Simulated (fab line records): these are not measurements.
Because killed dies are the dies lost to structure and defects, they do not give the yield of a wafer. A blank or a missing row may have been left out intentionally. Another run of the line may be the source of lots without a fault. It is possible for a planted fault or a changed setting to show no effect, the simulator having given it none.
Which tool was responsible?    flow nandHarc    6 lots with 18 wafers sampled at 3 steps, on a route of 1302 steps

== WHAT THE GAUGES READ, wafer by wafer ==
NHARC_P_ZERO_WELL_INSPECT_43.
lot   measured      on                rawDefectCount
L582  day 2 13:22   defectInspect-02  5 6 7
L592  day 6 17:37   defectInspect-01  570 618 589
L596  day 8 09:42   defectInspect-02  6 8 1
L600  day 10 01:26  defectInspect-01  13 16 15
L602  day 10 21:28  defectInspect-01  11 18 13
L604  day 11 18:35  defectInspect-02  16 16 18

== EACH LOT AND THE TOOL THAT RAN IT (in order: tool; ch and the chambers of the sampled wafers; start) ==
lot   NHARC_P_ZERO_WELL_PECVD_02      NHARC_P_ZERO_WELL_ETCH_63
L582  pecvd-04 ch 1,2, day 2 06:29    rieSi-02 ch 1,3, day 2 07:33
L592  pecvd-02 ch 0,1,2, day 6 10:29  rieSi-02 ch 1,2,3, day 6 11:34
L596  pecvd-04 ch 0,2, day 8 02:29    rieSi-03 ch 0,1,2, day 8 03:39
L600  pecvd-04 ch 0,1, day 9 18:31    rieSi-04 ch 1,2, day 9 19:40
L602  pecvd-04 ch 0,1, day 10 14:31   rieSi-04 ch 0,2,3, day 10 15:33
L604  pecvd-01 ch 1,2, day 11 10:29   rieSi-02 ch 0,2,3, day 11 12:38
- NHARC_P_ZERO_WELL_PECVD_02: deposits SiO2, target thk 10 nm.
- NHARC_P_ZERO_WELL_ETCH_63: etches the open film in HBr/Cl2, target depth 120 nm, time 40.1 s.

== THE ANSWER, worked out from the rows above alone ==
Rule: the usual values come from the lots themselves. Put in order of their means at a reading, lots are off if they are a third of the lots or fewer, leave a main group of 4 or more, and stand apart from it by a gap of 3 or more times the standard deviation of the main group's means; of several such gaps the widest counts. If all means in a main group match to the digits the tables above print for the reading, that group is not used. Also off: a lot with no number at a reading for which 4 or more lots have one. All remaining lots with rows at the step are treated as sound.
Off at NHARC_P_ZERO_WELL_INSPECT_43 (rawDefectCount): L592. Mean 11 and standard deviation 4.8 in the main group.
If a tool, at a process step before that reading, ran all the lots that are off and no sound lot after the first of them, it fits. The gauges at NHARC_P_ZERO_WELL_INSPECT_43 are tried like those tools. One fits: NHARC_P_ZERO_WELL_PECVD_02 on pecvd-02. It ran no sound lot before its first lot that is off in this sample, so the start can't be narrowed down.

== WHAT HAD BEEN PUT IN BY THE SIMULATOR ==
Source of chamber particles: pecvd-02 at NHARC_P_ZERO_WELL_PECVD_02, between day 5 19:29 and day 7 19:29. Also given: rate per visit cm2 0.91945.
Shown lots that were struck: L592. The same result came from the rule above.
